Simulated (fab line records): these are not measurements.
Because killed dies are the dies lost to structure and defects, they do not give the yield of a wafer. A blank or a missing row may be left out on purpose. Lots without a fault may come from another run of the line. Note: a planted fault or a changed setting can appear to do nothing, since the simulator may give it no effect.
fab line records :: flow n5-finfet
record:
  lots: 4
  wafers: 12
  last-day: 17
route steps=1938 shown BEOL_M1@835 BEOL_M2@841 BEOL_M4@1111 PASSIVATION@1936
lots untouched by any fault: they come from a run of this same line in which no faults occurred
start-h: hours from the record's opening day to when the first of the lot's shown wafers began :: wait-h: hours elapsed since this lot's preceding step :: " same as the row above :: L1.1+2: one row covering several wafers at once :: - no value present, or no start provided :: * or withheld: withheld :: < > ~ a bound
route shown NAME@n: a module of which the file shows steps, and the number in the route of the first :: usual: the fault-free wafers' mean and standard deviation :: same: alike in all rows :: chamber/n: place in a boat :: sites: each site's reading :: _std_site: standard deviation of those values :: _edge_site: inner sites' mean taken away from outer sites' mean :: radius-mm: for every site, how far away it sits from the centre of the wafer :: mask NAME#n: copy n :: behind: the most recent tool/chamber to have shaped the wafer :: hold: reason for holding the lot/hours on hold/outcome of the hold :: device: the n, p or np transistor that did not switch :: end of line: the same wafers' tests at the end of the route :: where a step has no rows: the recipe by itself :: killed: count of dies lost to structure and defects at first sort (not the wafer's yield) :: map: the dies of a wafer, with x for killed, . for not killed, _ for no die there
set.NAME: the setting as run; set.NAME@STEP: as run at that earlier step :: model.NAME: the simulator's own value behind a step, which no gauge read
lots seen at some steps along the route; tables by step, rows by wafer
services: the hour from which a tool's chamber was out of use, counted from the record's first day as start-h (under 0 if before that day), plus the number of hours and why
== steps ==
step: N5_BEOL_M1_PRE_CLEAN_60
recipe:
  gas: NH3/H2
  time-s: 15
  temp-c: *
  rf-power-w: 300
step: N5_BEOL_M1_CO_CAP_55
recipe:
  material: Co
  target-thk-a: 20
  temp-c: 200
  precursor: CCTBA/H2
  pressure-torr: 30
  time-s: 102.1
step: N5_BEOL_M1_PRE_CLEAN_56
recipe:
  gas: NH3
  time-s: 15
  temp-c: withheld
  rf-power-w: 300
step: N5_BEOL_M1_DEP_57
recipe:
  material: SiCN
  target-thk-a: 80
  temp-c: withheld
  precursor: 3MS/NH3
  pressure-torr: 3
  rf-w: 202
  time-s: 14
step: N5_BEOL_M2_ILD_DEP_00
recipe:
  material: SiOC
  target-thk-a: 790
  temp-c: 350
  precursor: DEMS/O2
  pressure-torr: 5
  rf-w: 500
  time-s: 15.3
step: N5_BEOL_M2_PECVD_72
recipe:
  material: SiO2
  target-thk-a: 160
  temp-c: 400
  precursor: TEOS/O2
  pressure-torr: 5.5
  rf-w: 450
  teos-flow-sccm: 53.8
  gas: O2
  flow-sccm: 3000
  time-s: 18
step: N5_BEOL_M2_HM_DEP_02
recipe:
  material: TiN
  target-thk-a: 200
  temp-c: 25
  chamber-pressure-pa: 0.49996
step: N5_BEOL_M2_COAT_61
recipe:
  resist: SOC
  temp-c: 250
  time-s: 60
  spin-rpm: 1500
  resist-thk-nm: 60
step: N5_BEOL_M2_COAT_62
recipe:
  resist: SiARC
  temp-c: 220
  time-s: 60
  spin-rpm: 1500
  resist-thk-nm: 12
usual:
  spin-speed-rpm: 1499.8/1.2
same:
  time-s: 60
lot.wafer: L201.1
tool: litho-track-05
chamber: 0
start-h: 185.40
wait-h: -
spin-speed-rpm: 1499.7
model.SiARC_of_BEOL_M2_COAT_62.thk-nm: 12

lot.wafer: L201.2
tool: litho-track-05
chamber: 0
start-h: 185.40
wait-h: -
spin-speed-rpm: 1501.1
model.SiARC_of_BEOL_M2_COAT_62.thk-nm: 12

lot.wafer: L201.4
tool: litho-track-05
chamber: 0
start-h: 185.40
wait-h: -
spin-speed-rpm: 1500.9
model.SiARC_of_BEOL_M2_COAT_62.thk-nm: 12

lot.wafer: L203.1
tool: litho-track-05
chamber: 0
start-h: 195.80
wait-h: -
spin-speed-rpm: 1604.4
model.SiARC_of_BEOL_M2_COAT_62.thk-nm: 11.6

lot.wafer: L203.4
tool: litho-track-05
chamber: 0
start-h: 195.80
wait-h: -
spin-speed-rpm: 1602.6
model.SiARC_of_BEOL_M2_COAT_62.thk-nm: 11.6

lot.wafer: L203.6
tool: litho-track-05
chamber: 0
start-h: 195.80
wait-h: -
spin-speed-rpm: 1602.9
model.SiARC_of_BEOL_M2_COAT_62.thk-nm: 11.6

lot.wafer: L204.2
tool: litho-track-05
chamber: 0
start-h: 203.86
wait-h: -
spin-speed-rpm: 1604.2
model.SiARC_of_BEOL_M2_COAT_62.thk-nm: 11.6

lot.wafer: L204.3
tool: litho-track-05
chamber: 0
start-h: 203.86
wait-h: -
spin-speed-rpm: 1604.1
model.SiARC_of_BEOL_M2_COAT_62.thk-nm: 11.6

lot.wafer: L204.6
tool: litho-track-05
chamber: 0
start-h: 203.86
wait-h: -
spin-speed-rpm: 1604.5
model.SiARC_of_BEOL_M2_COAT_62.thk-nm: 11.6

lot.wafer: L214.1
tool: litho-track-03
chamber: 0
start-h: 256.90
wait-h: -
spin-speed-rpm: 1500.8
model.SiARC_of_BEOL_M2_COAT_62.thk-nm: 12

lot.wafer: L214.3
tool: litho-track-03
chamber: 0
start-h: 256.90
wait-h: -
spin-speed-rpm: 1500.7
model.SiARC_of_BEOL_M2_COAT_62.thk-nm: 12

lot.wafer: L214.4
tool: litho-track-03
chamber: 0
start-h: 256.90
wait-h: -
spin-speed-rpm: 1501.5
model.SiARC_of_BEOL_M2_COAT_62.thk-nm: 12
step: N5_BEOL_M2_COAT_73
recipe:
  resist: underlayer
  temp-c: 205
  time-s: 60
  spin-rpm: 1500
  resist-thk-nm: 5
step: N5_BEOL_M2_COAT_05
recipe:
  resist: CAR-EUV
  spin-rpm: 1500
  resist-thk-nm: 30
step: N5_BEOL_M2_EBR_07
recipe:
  solvent: PGMEA
  ebr-width-mm: 1.5
step: N5_BEOL_M2_SOFTBAKE_06
recipe:
  temp-c: 110
  time-s: 60
  resist: CAR-EUV
step: N5_BEOL_M2_EXPOSE_08
recipe:
  mask-id: M2
  na: 0.33
  source-shape: dipole
  sigma-inner: 0.369
  sigma-outer: 0.767
  polarization: unpolarized
  dose-mj: 41.25
step: N5_BEOL_M2_PEB_09
recipe:
  peb-temp-c: 100
  peb-time-s: 60
  resist: CAR-EUV
step: N5_BEOL_M2_DEVELOP_10
recipe:
  develop-time-s: 30
  developer: TMAH
  resist: CAR-EUV
  rinse-liquid: surfactant-rinse
  dry: air-spin
  dev-temp-c: 23
step: N5_BEOL_M2_DESCUM_16
recipe:
  chemistry: O2
  time-s: 7
  source-power-w: 50
  bias-power-w: 20
  pressure-mtorr: 20
  rf-frequency-hz: 2.712e+07
  temp-c: 40
  resist: CAR-EUV
  o2-flow-sccm: 225
step: N5_BEOL_M2_ETCH_74
recipe:
  chemistry: N2/H2
  target: underlayer
  target-depth-a: 65
  mask-material: CAR-EUV
  time-s: 5.2
  ion-energy-ev: 200
  pressure-mtorr: 30
  source-w: 840
  bias-w: 150
  n2-flow-sccm: 200
  h2-flow-sccm: 200
  ends: cleared
step: N5_BEOL_M2_ETCH_63
recipe:
  chemistry: CF4
  target: SiARC
  target-depth-a: 156
  mask-material: CAR-EUV
  time-s: 26
  ion-energy-ev: 80
  pressure-mtorr: 40
  source-w: 545
  bias-w: 36
  Ar_flow_sccm: 100
  cf4-flow-sccm: 100
  ends: cleared
usual:
  drypump-motor-current-A: 5.6/0.41
  etch-rf-on-time-s: 26.1/0.77
  oes-product-au: 0.66/0.069
  rf-vpp-V: 183.7/1.2
  showerhead-plenum-p-Torr: 2.11/0.048
  throttle-valve-pct: 15.65/0.15
lot.wafer: L201.1
tool: rie-diel-06
chamber: 2
start-h: 185.96
wait-h: 0.0
drypump-motor-current-A: 5.5
etch-rf-on-time-s: 27.4
oes-product-au: 0.62
rf-hours-counter-h: 179
rf-vpp-V: 184.5
showerhead-plenum-p-Torr: 2.12
throttle-valve-pct: 15.83
model.etch.depth-nm: 12.07

lot.wafer: L201.2
tool: rie-diel-06
chamber: 3
start-h: 185.96
wait-h: 0.0
drypump-motor-current-A: 5.5
etch-rf-on-time-s: 26.3
oes-product-au: 0.72
rf-hours-counter-h: 66
rf-vpp-V: 184.6
showerhead-plenum-p-Torr: 2.10
throttle-valve-pct: 15.55
model.etch.depth-nm: 12.07

lot.wafer: L201.4
tool: rie-diel-06
chamber: 3
start-h: 185.96
wait-h: 0.0
drypump-motor-current-A: 5.5
etch-rf-on-time-s: 26.7
oes-product-au: 0.72
rf-hours-counter-h: -
rf-vpp-V: 183.5
showerhead-plenum-p-Torr: 2.10
throttle-valve-pct: 15.56
model.etch.depth-nm: 12.09

lot.wafer: L203.1
tool: rie-diel-04
chamber: 2
start-h: 196.40
wait-h: 0.0
drypump-motor-current-A: 6.0
etch-rf-on-time-s: 25.7
oes-product-au: 0.59
rf-hours-counter-h: 213
rf-vpp-V: 183.7
showerhead-plenum-p-Torr: 2.11
throttle-valve-pct: 15.67
model.etch.depth-nm: 11.62

lot.wafer: L203.4
tool: rie-diel-04
chamber: 0
start-h: 196.40
wait-h: 0.0
drypump-motor-current-A: 6.1
etch-rf-on-time-s: 25.7
oes-product-au: 0.60
rf-hours-counter-h: 221
rf-vpp-V: 184.1
showerhead-plenum-p-Torr: 2.19
throttle-valve-pct: 15.62
model.etch.depth-nm: 11.6

lot.wafer: L203.6
tool: rie-diel-04
chamber: 3
start-h: 196.40
wait-h: 0.0
drypump-motor-current-A: 5.5
etch-rf-on-time-s: 24.3
oes-product-au: 0.67
rf-hours-counter-h: -
rf-vpp-V: 181.5
showerhead-plenum-p-Torr: 2.08
throttle-valve-pct: 15.72
model.etch.depth-nm: 11.64

lot.wafer: L204.2
tool: rie-diel-02
chamber: 1
start-h: 204.30
wait-h: 0.0
drypump-motor-current-A: 5.7
etch-rf-on-time-s: 25.4
oes-product-au: 0.60
rf-hours-counter-h: 207
rf-vpp-V: 181.8
showerhead-plenum-p-Torr: 2.03
throttle-valve-pct: 15.52
model.etch.depth-nm: 11.62

lot.wafer: L204.3
tool: rie-diel-02
chamber: 3
start-h: 204.30
wait-h: 0.0
drypump-motor-current-A: 5.2
etch-rf-on-time-s: 23.8
oes-product-au: 0.75
rf-hours-counter-h: 56
rf-vpp-V: 183.6
showerhead-plenum-p-Torr: 2.10
throttle-valve-pct: 15.72
model.etch.depth-nm: 11.66

lot.wafer: L204.6
tool: rie-diel-02
chamber: 2
start-h: 204.30
wait-h: 0.0
drypump-motor-current-A: 4.8
etch-rf-on-time-s: 25.7
oes-product-au: 0.63
rf-hours-counter-h: -
rf-vpp-V: 185.3
showerhead-plenum-p-Torr: 2.18
throttle-valve-pct: 15.48
model.etch.depth-nm: 11.66

lot.wafer: L214.1
tool: rie-diel-02
chamber: 1
start-h: 257.72
wait-h: 0.0
drypump-motor-current-A: 5.7
etch-rf-on-time-s: 26.2
oes-product-au: 0.59
rf-hours-counter-h: 229
rf-vpp-V: 181.7
showerhead-plenum-p-Torr: 2.03
throttle-valve-pct: 15.57
model.etch.depth-nm: 11.99

lot.wafer: L214.3
tool: rie-diel-02
chamber: 2
start-h: 257.72
wait-h: 0.0
drypump-motor-current-A: 4.8
etch-rf-on-time-s: 26.6
oes-product-au: 0.62
rf-hours-counter-h: 209
rf-vpp-V: 184.6
showerhead-plenum-p-Torr: 2.17
throttle-valve-pct: 15.51
model.etch.depth-nm: 11.97

lot.wafer: L214.4
tool: rie-diel-02
chamber: 3
start-h: 257.72
wait-h: 0.0
drypump-motor-current-A: 5.2
etch-rf-on-time-s: 24.9
oes-product-au: 0.72
rf-hours-counter-h: -
rf-vpp-V: 183.8
showerhead-plenum-p-Torr: 2.09
throttle-valve-pct: 15.76
model.etch.depth-nm: 11.95
step: N5_BEOL_M2_ETCH_64
recipe:
  chemistry: N2/H2
  target: SOC
  target-depth-a: 750
  overetch-a: 225
  mask-material: SiARC
  temp-c: 40
  time-s: 121.9
  ion-energy-ev: 200
  pressure-mtorr: 30
  source-w: 840
  bias-w: 150
  n2-flow-sccm: 200
  h2-flow-sccm: 200
step: N5_BEOL_M4_RC_MEAS_101
usual:
  DIBL_N: 37.3/2.3
  DIBL_P: 37.4/2.9
  IOFF_N: 0.18/0.045
  IOFF_P: 0.25/0.054
  ION_N: 679/15
  ION_P: 468/9.7
  SS_N: 71.8/0.62
  SS_P: 73.6/0.76
  VT_N: 248/4.1
  VT_P: -248/3.6
lot.wafer: L201.1
tool: prober-02
chamber: 0
start-h: 215.84
wait-h: 0.0
DIBL_N[mV/V]: 36.0
DIBL_P[mV/V]: 34.1
IOFF_N[nA/um]: 0.14
IOFF_P[nA/um]: 0.21
ION_N[uA/um]: 672
ION_P[uA/um]: 467
SS_N[mV/dec]: 71.5
SS_P[mV/dec]: 73.0
VT_N[mV]: 252
VT_P[mV]: -248

lot.wafer: L201.2
tool: prober-02
chamber: 0
start-h: 215.84
wait-h: 0.0
DIBL_N[mV/V]: 39.8
DIBL_P[mV/V]: 38.8
IOFF_N[nA/um]: 0.20
IOFF_P[nA/um]: 0.29
ION_N[uA/um]: 676
ION_P[uA/um]: 469
SS_N[mV/dec]: 72.7
SS_P[mV/dec]: 74.6
VT_N[mV]: 247
VT_P[mV]: -246

lot.wafer: L201.4
tool: prober-02
chamber: 0
start-h: 215.84
wait-h: 0.0
DIBL_N[mV/V]: 38.3
DIBL_P[mV/V]: 37.0
IOFF_N[nA/um]: 0.19
IOFF_P[nA/um]: 0.28
ION_N[uA/um]: 689
ION_P[uA/um]: 479
SS_N[mV/dec]: 72.2
SS_P[mV/dec]: 74.0
VT_N[mV]: 242
VT_P[mV]: -244

lot.wafer: L203.1
tool: prober-01
chamber: 0
start-h: 235.73
wait-h: 0.0
DIBL_N[mV/V]: 39.3
DIBL_P[mV/V]: 40.3
IOFF_N[nA/um]: 0.24
IOFF_P[nA/um]: 0.27
ION_N[uA/um]: 697
ION_P[uA/um]: 474
SS_N[mV/dec]: 73.0
SS_P[mV/dec]: 74.3
VT_N[mV]: 243
VT_P[mV]: -249

lot.wafer: L203.4
tool: prober-01
chamber: 0
start-h: 235.73
wait-h: 0.0
DIBL_N[mV/V]: 34.9
DIBL_P[mV/V]: 36.9
IOFF_N[nA/um]: 0.16
IOFF_P[nA/um]: 0.22
ION_N[uA/um]: 676
ION_P[uA/um]: 472
SS_N[mV/dec]: 71.4
SS_P[mV/dec]: 73.0
VT_N[mV]: 247
VT_P[mV]: -251

lot.wafer: L203.6
tool: prober-01
chamber: 0
start-h: 235.73
wait-h: 0.0
DIBL_N[mV/V]: 38.3
DIBL_P[mV/V]: 40.4
IOFF_N[nA/um]: 0.24
IOFF_P[nA/um]: 0.29
ION_N[uA/um]: 685
ION_P[uA/um]: 468
SS_N[mV/dec]: 72.8
SS_P[mV/dec]: 74.1
VT_N[mV]: 245
VT_P[mV]: -245

lot.wafer: L204.2
tool: prober-02
chamber: 0
start-h: 236.62
wait-h: 0.2
DIBL_N[mV/V]: 37.3
DIBL_P[mV/V]: 38.8
IOFF_N[nA/um]: 0.20
IOFF_P[nA/um]: 0.23
ION_N[uA/um]: 690
ION_P[uA/um]: 473
SS_N[mV/dec]: 72.1
SS_P[mV/dec]: 74.6
VT_N[mV]: 243
VT_P[mV]: -251

lot.wafer: L204.3
tool: prober-02
chamber: 0
start-h: 236.62
wait-h: 0.2
DIBL_N[mV/V]: 39.6
DIBL_P[mV/V]: 40.5
IOFF_N[nA/um]: 0.21
IOFF_P[nA/um]: 0.26
ION_N[uA/um]: 678
ION_P[uA/um]: 456
SS_N[mV/dec]: 72.7
SS_P[mV/dec]: 75.0
VT_N[mV]: 249
VT_P[mV]: -251

lot.wafer: L204.6
tool: prober-02
chamber: 0
start-h: 236.62
wait-h: 0.2
DIBL_N[mV/V]: 38.1
DIBL_P[mV/V]: 38.6
IOFF_N[nA/um]: 0.18
IOFF_P[nA/um]: 0.22
ION_N[uA/um]: 669
ION_P[uA/um]: 454
SS_N[mV/dec]: 72.2
SS_P[mV/dec]: 74.0
VT_N[mV]: 250
VT_P[mV]: -252

lot.wafer: L214.1
tool: prober-02
chamber: 0
start-h: 295.73
wait-h: 0.0
DIBL_N[mV/V]: 36.8
DIBL_P[mV/V]: 36.7
IOFF_N[nA/um]: 0.16
IOFF_P[nA/um]: 0.20
ION_N[uA/um]: 677
ION_P[uA/um]: 458
SS_N[mV/dec]: 71.4
SS_P[mV/dec]: 73.5
VT_N[mV]: 249
VT_P[mV]: -253

lot.wafer: L214.3
tool: prober-02
chamber: 0
start-h: 295.73
wait-h: 0.0
DIBL_N[mV/V]: 34.5
DIBL_P[mV/V]: 34.0
IOFF_N[nA/um]: 0.11
IOFF_P[nA/um]: 0.16
ION_N[uA/um]: 647
ION_P[uA/um]: 445
SS_N[mV/dec]: 71.7
SS_P[mV/dec]: 73.0
VT_N[mV]: 257
VT_P[mV]: -256

lot.wafer: L214.4
tool: prober-02
chamber: 0
start-h: 295.73
wait-h: 0.0
DIBL_N[mV/V]: 37.9
DIBL_P[mV/V]: 37.0
IOFF_N[nA/um]: 0.18
IOFF_P[nA/um]: 0.20
ION_N[uA/um]: 688
ION_P[uA/um]: 465
SS_N[mV/dec]: 72.3
SS_P[mV/dec]: 72.4
VT_N[mV]: 247
VT_P[mV]: -251
step: N5_PASSIVATION_PROBE_49
usual:
  defect-limited-yield: 91.3/1.5
  killed_at_M0_to_M3: 35/8.7
  killed_at_M4_up: 14/5.5
  killed-at-contacts: 11/5.6
  killed-at-front-end: 39/13
  killed-at-other: 3.7/2.2
  killed-dies: 103/18
  killed-open: 69/14
  killed-short: 33/7.8
  sort_bin_5_function: 5.1/0.99
  sort_bin_6_memory: 3.3/0.67
  sort_bin_8_speed: 0.02/0.17
  sort-n-pass: 1077/18
  sort-yield-pct: 91.2/1.5
same:
  gross-dies: 1180
  killed-at-back-side: 0
  sort_bin_4_leakage[%]: 0
lot.wafer: L201.1
tool: prober-01
chamber: -
start-h: 312.86
wait-h: 0.0
defect-limited-yield[%]: 93.2
killed_at_M0_to_M3: 20
killed_at_M4_up: 11
killed-at-contacts: 16
killed-at-front-end: 33
killed-at-other: 0
killed-dies: 80
killed-open: 56
killed-short: 24
sort_bin_5_function[%]: 4.2
sort_bin_6_memory[%]: 2.1
sort_bin_8_speed[%]: 0
sort-n-pass: 1100
sort-yield-pct[%]: 93.2

lot.wafer: L204.2
tool: prober-02
chamber: -
start-h: 350.47
wait-h: 0.1
defect-limited-yield[%]: 91.4
killed_at_M0_to_M3: 54
killed_at_M4_up: 9
killed-at-contacts: 13
killed-at-front-end: 23
killed-at-other: 2
killed-dies: 101
killed-open: 73
killed-short: 28
sort_bin_5_function[%]: 5.1
sort_bin_6_memory[%]: 3.0
sort_bin_8_speed[%]: 0
sort-n-pass: 1079
sort-yield-pct[%]: 91.4

lot.wafer: L204.3
tool: prober-02
chamber: -
start-h: 350.52
wait-h: 0.1
defect-limited-yield[%]: 90.4
killed_at_M0_to_M3: 49
killed_at_M4_up: 22
killed-at-contacts: 14
killed-at-front-end: 26
killed-at-other: 2
killed-dies: 113
killed-open: 80
killed-short: 32
sort_bin_5_function[%]: 5.8
sort_bin_6_memory[%]: 3.6
sort_bin_8_speed[%]: 0
sort-n-pass: 1067
sort-yield-pct[%]: 90.4

lot.wafer: L204.6
tool: prober-02
chamber: -
start-h: 350.67
wait-h: 0.3
defect-limited-yield[%]: 92.5
killed_at_M0_to_M3: 37
killed_at_M4_up: 7
killed-at-contacts: 26
killed-at-front-end: 14
killed-at-other: 4
killed-dies: 88
killed-open: 67
killed-short: 21
sort_bin_5_function[%]: 4.5
sort_bin_6_memory[%]: 2.6
sort_bin_8_speed[%]: 0
sort-n-pass: 1092
sort-yield-pct[%]: 92.5

lot.wafer: L203.1
tool: prober-01
chamber: -
start-h: 352.38
wait-h: 0.0
defect-limited-yield[%]: 89.9
killed_at_M0_to_M3: 44
killed_at_M4_up: 13
killed-at-contacts: 4
killed-at-front-end: 56
killed-at-other: 2
killed-dies: 119
killed-open: 80
killed-short: 39
sort_bin_5_function[%]: 5.3
sort_bin_6_memory[%]: 4.6
sort_bin_8_speed[%]: 0
sort-n-pass: 1061
sort-yield-pct[%]: 89.9

lot.wafer: L203.4
tool: prober-01
chamber: -
start-h: 352.53
wait-h: 0.2
defect-limited-yield[%]: 91.2
killed_at_M0_to_M3: 33
killed_at_M4_up: 11
killed-at-contacts: 8
killed-at-front-end: 51
killed-at-other: 1
killed-dies: 104
killed-open: 74
killed-short: 30
sort_bin_5_function[%]: 5.1
sort_bin_6_memory[%]: 3.4
sort_bin_8_speed[%]: 0
sort-n-pass: 1076
sort-yield-pct[%]: 91.2

lot.wafer: L203.6
tool: prober-01
chamber: -
start-h: 352.63
wait-h: 0.3
defect-limited-yield[%]: 92.3
killed_at_M0_to_M3: 39
killed_at_M4_up: 16
killed-at-contacts: 6
killed-at-front-end: 29
killed-at-other: 1
killed-dies: 91
killed-open: 60
killed-short: 29
sort_bin_5_function[%]: 5.1
sort_bin_6_memory[%]: 2.4
sort_bin_8_speed[%]: 0
sort-n-pass: 1089
sort-yield-pct[%]: 92.3

lot.wafer: L214.1
tool: prober-01
chamber: -
start-h: 413.40
wait-h: 0.0
defect-limited-yield[%]: 90.3
killed_at_M0_to_M3: 27
killed_at_M4_up: 14
killed-at-contacts: 16
killed-at-front-end: 57
killed-at-other: 1
killed-dies: 115
killed-open: 80
killed-short: 34
sort_bin_5_function[%]: 5.3
sort_bin_6_memory[%]: 4.2
sort_bin_8_speed[%]: 0
sort-n-pass: 1065
sort-yield-pct[%]: 90.3

lot.wafer: L214.3
tool: prober-01
chamber: -
start-h: 413.50
wait-h: 0.1
defect-limited-yield[%]: 91.9
killed_at_M0_to_M3: 29
killed_at_M4_up: 20
killed-at-contacts: 5
killed-at-front-end: 42
killed-at-other: 0
killed-dies: 96
killed-open: 69
killed-short: 24
sort_bin_5_function[%]: 4.5
sort_bin_6_memory[%]: 3.2
sort_bin_8_speed[%]: 0.17
sort-n-pass: 1082
sort-yield-pct[%]: 91.7

lot.wafer: L214.4
tool: prober-01
chamber: -
start-h: 413.55
wait-h: 0.2
defect-limited-yield[%]: 91.9
killed_at_M0_to_M3: 32
killed_at_M4_up: 11
killed-at-contacts: 11
killed-at-front-end: 42
killed-at-other: 0
killed-dies: 96
killed-open: 71
killed-short: 22
sort_bin_5_function[%]: 4.5
sort_bin_6_memory[%]: 3.5
sort_bin_8_speed[%]: 0
sort-n-pass: 1084
sort-yield-pct[%]: 91.9
killed by level:class
L201.1 MOL_CONTACT_COAG:geometric-particle:open=12 BEOL_M2:geometric-particle:open=7 STARTING-WAFER:geometric-particle:short=6 GATE_CUT:geometric-particle:open=5 DUMMY_GATE:geometric-particle:open=4 MOL_CONTACT_COAG:geometric-particle:short=4 BEOL_M1:geometric-particle:open=4 BEOL_M7:geometric-particle:open=4
L204.2 BEOL_M2:geometric-particle:open=15 MOL_CONTACT_COAG:geometric-particle:open=9 BEOL_M0_SAQP:geometric-particle:short=8 BEOL_M1:geometric-particle:open=8 BEOL_M0_SAQP:geometric-particle:open=7 BEOL_M3:geometric-particle:open=7 FIN_SAQP:geometric-particle:open=5 GATE_CUT:geometric-particle:short=5
L204.3 BEOL_M4:geometric-particle:open=11 MOL_CONTACT_COAG:geometric-particle:open=10 FIN_SAQP:geometric-particle:open=9 BEOL_M0:geometric-particle:open=9 BEOL_M0_SAQP:geometric-particle:open=8 BEOL_M0_SAQP:geometric-particle:short=6 BEOL_M2:geometric-particle:open=6 BEOL_M1:geometric-particle:open=6
L204.6 MOL_CONTACT_COAG:geometric-particle:open=24 BEOL_M0_SAQP:geometric-particle:open=8 BEOL_M0:geometric-particle:open=8 BEOL_M2:geometric-particle:open=7 FIN_SAQP:geometric-particle:open=5 BEOL_M0_SAQP:geometric-particle:short=4 BEOL_M4:geometric-particle:open=4 BEOL_M2:geometric-particle:short=3
L203.1 STI_FIN_REVEAL:geometric-particle:open=16 GATE_CUT:geometric-particle:short=12 BEOL_M2:geometric-particle:open=12 BEOL_M4:geometric-particle:open=10 BEOL_M3:geometric-particle:open=6 FIN_SAQP:geometric-particle:open=5 GATE_CUT:geometric-particle:open=5 BEOL_M0_SAQP:geometric-particle:short=5
L203.4 FIN_SAQP:geometric-particle:open=16 STI_FIN_REVEAL:geometric-particle:open=12 BEOL_M0_SAQP:geometric-particle:open=12 BEOL_M0_SAQP:geometric-particle:short=9 MOL_CONTACT_COAG:geometric-particle:open=8 BEOL_M4:geometric-particle:open=7 SPACER0:geometric-particle:open=5 FIN_SAQP:geometric-particle:short=4
L203.6 BEOL_M0_SAQP:geometric-particle:short=11 BEOL_M0_SAQP:geometric-particle:open=10 FIN_SAQP:geometric-particle:open=7 STI_FIN_REVEAL:geometric-particle:open=7 MOL_CONTACT_COAG:geometric-particle:open=6 BEOL_M3:geometric-particle:open=6 BEOL_M4:geometric-particle:short=6 BEOL_M1:geometric-particle:open=5
L214.1 FIN_SAQP:geometric-particle:open=26 MOL_CONTACT_COAG:geometric-particle:open=13 FIN_SAQP:geometric-particle:short=9 STI_FIN_REVEAL:geometric-particle:open=7 BEOL_M0_SAQP:geometric-particle:short=7 BEOL_M3:geometric-particle:open=6 BEOL_M4:geometric-particle:open=5 ILD0:geometric-particle:open=4
L214.3 FIN_SAQP:geometric-particle:open=19 BEOL_M3:geometric-particle:open=9 FIN_SAQP:geometric-particle:short=7 BEOL_M0_SAQP:geometric-particle:open=7 BEOL_M4:geometric-particle:open=7 MOL_CONTACT_COAG:geometric-particle:open=5 BEOL_M0_SAQP:geometric-particle:short=5 BEOL_M5:geometric-particle:open=5
L214.4 FIN_SAQP:geometric-particle:open=18 BEOL_M3:geometric-particle:open=14 MOL_CONTACT_COAG:geometric-particle:open=9 STI_FIN_REVEAL:geometric-particle:open=6 FIN_SAQP:geometric-particle:short=5 BEOL_M1:geometric-particle:open=5 BEOL_M3:geometric-particle:short=5 BEOL_M5:geometric-particle:open=4
== services ==
tool: rie-diel-02
chamber: 3
start-h: 166.84
hours: 4.9
kind: repair

tool: rie-diel-02
chamber: -
start-h: 177.25
hours: 2.8
kind: pm

tool: rie-diel-06
chamber: 0
start-h: 177.60
hours: -
kind: clean

tool: rie-diel-06
chamber: 0
start-h: 177.60
hours: -
kind: consumable-replace:focus-ring

tool: rie-diel-06
chamber: 0
start-h: 177.60
hours: 13.5
kind: scheduled-down

tool: rie-diel-06
chamber: 0
start-h: 177.60
hours: 13.5
kind: vent-cycle

tool: rie-diel-04
chamber: 2
start-h: 179.58
hours: 5.0
kind: repair

tool: rie-diel-02
chamber: 0
start-h: 197.42
hours: 3.8
kind: repair

tool: rie-diel-02
chamber: 0
start-h: 240.73
hours: -
kind: clean

tool: rie-diel-02
chamber: 0
start-h: 240.73
hours: -
kind: consumable-replace:focus-ring

tool: rie-diel-02
chamber: 0
start-h: 240.73
hours: 20.3
kind: scheduled-down

tool: rie-diel-02
chamber: 0
start-h: 240.73
hours: 20.3
kind: vent-cycle

tool: rie-diel-06
chamber: 0
start-h: 247.66
hours: 11.7
kind: repair
== key ==
first-sign:
  step: N5_BEOL_M2_COAT_62
  reading: spin-speed-rpm
  direction: up
  sigmas: 90
  usual: *
  struck: *
effect none on later readings
model-effect:
  step: N5_BEOL_M2_COAT_62
  value: SiARC_of_BEOL_M2_COAT_62.thk-nm
  without: 12
  struck: 11.6
model-effect:
  step: N5_BEOL_M2_ETCH_63
  value: etch.depth-nm
  without: 12.03
  struck: 11.63
met-at N5_BEOL_M2_COAT_62
struck-wafers L203.1,L203.4,L203.6,L204.2,L204.3,L204.6
onset-between 185.40 195.80
fault:
  kind: process-parameter-drift
  tool: litho-track-05
  chamber: -
  onset-h: 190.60
  steps: N5_BEOL_M2_COAT_62
  channel: spin-rpm
  offset: *
  shape: step
  end-h: 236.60
  acts-in: *
  stated: *
